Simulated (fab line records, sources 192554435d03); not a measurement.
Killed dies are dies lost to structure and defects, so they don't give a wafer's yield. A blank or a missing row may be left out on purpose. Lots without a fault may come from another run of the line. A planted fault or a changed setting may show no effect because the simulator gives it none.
Chamber matching | flow n5_finfet | N5_FIN_SAQP_ETCH_52 on rie_diel-05: 4 sister chambers
The step etches SOC in N2/H2, target depth 100 nm, overetch 20 nm, time 150 s. 16 wafers are shown with their chamber, then 8 later ones without.

WAFERS WITH THEIR CHAMBER
wafer  | chamber | drypump_motor_current_A (A) | showerhead_plenum_p_Torr (Torr) | throttle_valve_pct (%)
L075.2 | 0       | 6.3                         | 2.44                            | 17.39
L075.5 | 3       | 5.6                         | 2.62                            | 17.72
L075.6 | 0       | 6.3                         | 2.44                            | 17.41
L087.1 | 1       | 4.9                         | 2.55                            | 17.62
L087.2 | 3       | 5.6                         | 2.61                            | 17.75
L087.4 | 2       | 5.9                         | 2.48                            | 17.42
L088.1 | 0       | 6.3                         | 2.43                            | 17.45
L088.3 | 1       | 4.9                         | 2.55                            | 17.62
L088.5 | 1       | 4.9                         | 2.54                            | 17.63
L091.2 | 2       | 5.9                         | 2.48                            | 17.45
L091.3 | 0       | 6.3                         | 2.43                            | 17.47
L091.4 | 3       | 5.6                         | 2.61                            | 17.77
L092.2 | 0       | 6.3                         | 2.43                            | 17.46
L092.4 | 2       | 6.0                         | 2.48                            | 17.45
L092.6 | 2       | 5.9                         | 2.48                            | 17.44
L095.1 | 3       | 5.6                         | 2.61                            | 17.76

SIGNATURES (means of the wafers above)
reading                  | chamber 0 | chamber 1 | chamber 2 | chamber 3 | scatter within a chamber
drypump_motor_current_A  | 6.300     | 4.900     | 5.925     | 5.600     | 0.025
showerhead_plenum_p_Torr | 2.4340    | 2.5467    | 2.4800    | 2.6125    | 0.00467
throttle_valve_pct       | 17.4360   | 17.6233   | 17.4400   | 17.7500   | 0.0238
Rule: a wafer's distance from a chamber is the root of the sum, over the readings, of the square of ((its reading less the chamber's mean) divided by the reading's scatter). The wafer belongs to the nearest chamber; if the next one is less than 2 further off, it can't be placed. The scatter: the root of (the sum of the squares of (reading less its chamber's mean) over the shown wafers, divided by (wafers less chambers)).

WAFERS WITHOUT THEIR CHAMBER
wafer  | drypump_motor_current_A (A) | showerhead_plenum_p_Torr (Torr) | throttle_valve_pct (%)
L095.2 | 5.9                         | 2.48                            | 17.45
L095.4 | 6.3                         | 2.43                            | 17.47
L096.1 | 4.9                         | 2.54                            | 17.65
L096.3 | 6.0                         | 2.47                            | 17.46
L096.5 | 6.3                         | 2.43                            | 17.48
L097.1 | 5.9                         | 2.47                            | 17.46
L097.4 | 5.6                         | 2.61                            | 17.78
L097.5 | 4.9                         | 2.54                            | 17.65

WHICH CHAMBER EACH WENT THROUGH
wafer  | from the rows above | in truth
L095.2 | 2                   | 2
L095.4 | 0                   | 0
L096.1 | 1                   | 1
L096.3 | 2                   | 2
L096.5 | 0                   | 0
L097.1 | 2                   | 2
L097.4 | 3                   | 3
L097.5 | 1                   | 1
Placed correctly: 8 of 8. Can't be placed from these rows: 0. Placed wrongly: 0.
